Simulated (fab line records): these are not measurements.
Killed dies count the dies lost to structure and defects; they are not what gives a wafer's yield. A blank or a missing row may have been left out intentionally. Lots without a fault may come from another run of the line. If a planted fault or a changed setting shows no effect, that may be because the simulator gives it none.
Matching of chambers | flow nand harc | cmp-03 running NHARC_A_CHANNEL_FILL_D2_CMP_10: 4 sister chambers
The step polishes, target thk 150 nm. 4 wafers are shown with their chamber, then 10 later ones without.

== EACH WAFER AND ITS CHAMBER ==
wafer  | chamber | motor current A (A)
L093.2 | 3       | 11.8
L093.3 | 2       | 13.0
L095.1 | 0       | 11.5
L095.2 | 1       | 10.7

== WAFERS WITHOUT THEIR CHAMBER ==
wafer  | motor current A (A)
L095.5 | 11.4
L096.1 | 12.2
L096.3 | 10.9
L096.4 | 12.3
L097.1 | 11.9
L097.3 | 10.7
L097.4 | 12.7
L097.2 | 10.8
L097.5 | 12.8
L097.6 | 11.7

== EACH ONE'S CHAMBER ==
wafer  | from the rows above          | in truth
L095.5 | can't be placed: 0 or 3      | 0
L096.1 | can't be placed: 3 or 0 or 2 | 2
L096.3 | can't be placed: 1 or 0      | 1
L096.4 | can't be placed: 3 or 2 or 0 | 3
L097.1 | can't be placed: 3 or 0      | 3
L097.3 | 1                            | 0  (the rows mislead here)
L097.4 | 2                            | 2
L097.2 | 1                            | 1
L097.5 | 2                            | 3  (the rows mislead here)
L097.6 | can't be placed: 3 or 0      | 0
Placed correctly: 2 of 10. Can't be placed from these rows: 6 (the true chamber is among the candidates in 6). Wrongly placed: 2.
How it was worked out, from the rows above alone: a wafer's distance from a chamber is the root of the sum, over the readings, of the square of ((its reading less the chamber's mean) divided by the reading's scatter). If the next closest chamber is less than 2 further off than the closest, the wafer can't be placed; otherwise it belongs to the closest. For every chamber, the mean is computed from those of its wafers that are shown. The scatter: with one shown wafer a chamber, the root of the mean of the squares of how far each hidden wafer lies from its nearest shown one.
